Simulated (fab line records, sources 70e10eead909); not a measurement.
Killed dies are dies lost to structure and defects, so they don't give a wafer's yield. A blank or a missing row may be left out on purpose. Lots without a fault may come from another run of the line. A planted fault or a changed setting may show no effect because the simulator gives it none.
Chamber matching | flow nand_harc | NHARC_A_CHANNEL_FILL_D1_ETCHBACK_20 on rie_diel-08: 4 sister chambers
The step etches the open film in C4F8/O2/Ar, target depth 27 nm, time 13.5 s. 4 wafers are shown with their chamber, then 8 later ones without.

WAFERS WITH THEIR CHAMBER
wafer  | chamber | rf_vpp_V (V)
L078.1 | 2       | 988
L079.5 | 0       | 975
L082.1 | 3       | 973
L088.1 | 1       | 974

WAFERS WITHOUT THEIR CHAMBER
wafer  | rf_vpp_V (V)
L088.3 | 977
L088.4 | 972
L094.2 | 972
L094.3 | 975
L094.5 | 988
L095.3 | 974
L095.4 | 976
L095.5 | 975

WHICH CHAMBER EACH WENT THROUGH
wafer  | from the rows above          | in truth
L088.3 | can't be placed: 0 or 1      | 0
L088.4 | can't be placed: 3 or 1      | 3
L094.2 | can't be placed: 3 or 1      | 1
L094.3 | can't be placed: 0 or 1      | 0
L094.5 | 2                            | 2
L095.3 | can't be placed: 1 or 0 or 3 | 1
L095.4 | can't be placed: 0 or 1      | 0
L095.5 | can't be placed: 0 or 1      | 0
Placed correctly: 1 of 8. Can't be placed from these rows: 7 (the true chamber is among the candidates in 7). Placed wrongly: 0.
How it was worked out, from the rows above alone: a wafer's distance from a chamber is the root of the sum, over the readings, of the square of ((its reading less the chamber's mean) divided by the reading's scatter). The wafer belongs to the nearest chamber; if the next one is less than 2 further off, it can't be placed. A chamber's mean is the mean of its shown wafers. The scatter: with one shown wafer a chamber, the root of the mean of the squares of how far each hidden wafer lies from its nearest shown one.
